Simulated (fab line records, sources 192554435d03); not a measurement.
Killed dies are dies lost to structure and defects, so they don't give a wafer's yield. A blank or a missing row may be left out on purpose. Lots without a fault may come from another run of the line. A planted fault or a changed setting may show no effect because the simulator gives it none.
Chamber matching | flow n5_finfet | N5_MOL_CONTACT_COAG_DESCUM_45 on rie_diel-03: 4 sister chambers
The step chemistry O2, time 7 s. 8 wafers are shown with their chamber, then 9 later ones without.

WAFERS WITH THEIR CHAMBER
wafer  | chamber | showerhead_plenum_p_Torr (Torr) | throttle_valve_pct (%)
L077.6 | 0       | 1.97                            | 20.24
L079.2 | 0       | 1.96                            | 20.26
L083.1 | 1       | 2.21                            | 20.40
L083.2 | 2       | 2.00                            | 20.80
L083.5 | 2       | 2.00                            | 20.80
L084.2 | 3       | 2.09                            | 20.36
L084.4 | 3       | 2.09                            | 20.34
L084.5 | 1       | 2.21                            | 20.39

WAFERS WITHOUT THEIR CHAMBER
wafer  | showerhead_plenum_p_Torr (Torr) | throttle_valve_pct (%)
L089.1 | 2.09                            | 20.35
L089.2 | 2.00                            | 20.82
L089.4 | 2.21                            | 20.42
L094.3 | 2.20                            | 20.45
L094.4 | 2.00                            | 20.86
L094.5 | 2.20                            | 20.43
L097.1 | 1.99                            | 20.84
L097.3 | 2.20                            | 20.46
L097.6 | 1.99                            | 20.83

WHICH CHAMBER EACH WENT THROUGH
wafer  | from the rows above | in truth
L089.1 | 3                   | 3
L089.2 | 2                   | 2
L089.4 | 1                   | 1
L094.3 | 1                   | 1
L094.4 | 2                   | 2
L094.5 | 1                   | 1
L097.1 | 2                   | 2
L097.3 | 1                   | 1
L097.6 | 2                   | 2
Placed correctly: 9 of 9. Can't be placed from these rows: 0. Placed wrongly: 0.
How it was worked out, from the rows above alone: a wafer's distance from a chamber is the root of the sum, over the readings, of the square of ((its reading less the chamber's mean) divided by the reading's scatter). The wafer belongs to the nearest chamber; if the next one is less than 2 further off, it can't be placed. A chamber's mean is the mean of its shown wafers. The scatter: the root of (the sum of the squares of (reading less its chamber's mean) over the shown wafers, divided by (wafers less chambers)).
